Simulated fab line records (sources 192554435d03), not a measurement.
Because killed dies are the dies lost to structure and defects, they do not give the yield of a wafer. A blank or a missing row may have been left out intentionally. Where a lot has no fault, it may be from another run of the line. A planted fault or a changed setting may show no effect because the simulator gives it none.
Chamber matching -- flow n5_finfet -- N5_FIN_CUT_CUT_ETCH_15 on rie_si-05 has 4 sister chambers
The step etches Si in HBr/Cl2/O2, target depth 100 nm, bt time 10 s, time 42.4 s. 8 wafers are shown with their chamber, then 8 later ones without.

## WAFERS WITH THEIR CHAMBER
wafer,chamber,throttle_valve_pct (%),drypump_motor_current_A (A)
L079.2,1,37.07,5.3
L079.5,1,37.07,5.3
L080.1,2,37.04,5.5
L080.2,3,37.10,5.6
L080.6,2,37.03,5.5
L083.3,3,37.11,5.6
L083.5,0,37.28,6.0
L084.1,0,37.27,5.9

## WAFERS MISSING THEIR CHAMBER
wafer,throttle_valve_pct (%),drypump_motor_current_A (A)
L084.3,37.08,5.3
L084.5,37.27,6.0
L092.1,37.10,5.6
L092.4,37.31,6.0
L092.5,37.11,5.7
L096.1,37.12,5.6
L096.2,37.03,5.5
L096.6,37.26,6.0

## EACH ONE'S CHAMBER
wafer,from the rows above,in truth
L084.3,1,1
L084.5,0,0
L092.1,3,3
L092.4,0,0
L092.5,3,3
L096.1,3,3
L096.2,2,2
L096.6,0,0
Correctly placed: 8 of 8. Left unplaced by these rows: 0. Number placed wrongly: 0.
How it was worked out, from the rows above alone: a wafer's distance from a chamber is the root of the sum, over the readings, of the square of ((its reading less the chamber's mean) divided by the reading's scatter). If the next closest chamber is less than 2 further off than the closest, the wafer can't be placed; otherwise it belongs to the closest. A chamber's mean is the mean of its shown wafers. How the scatter is found: for the shown wafers, subtract from each reading the mean of its chamber, square and add these, divide the total by (wafers less chambers), then take the root.
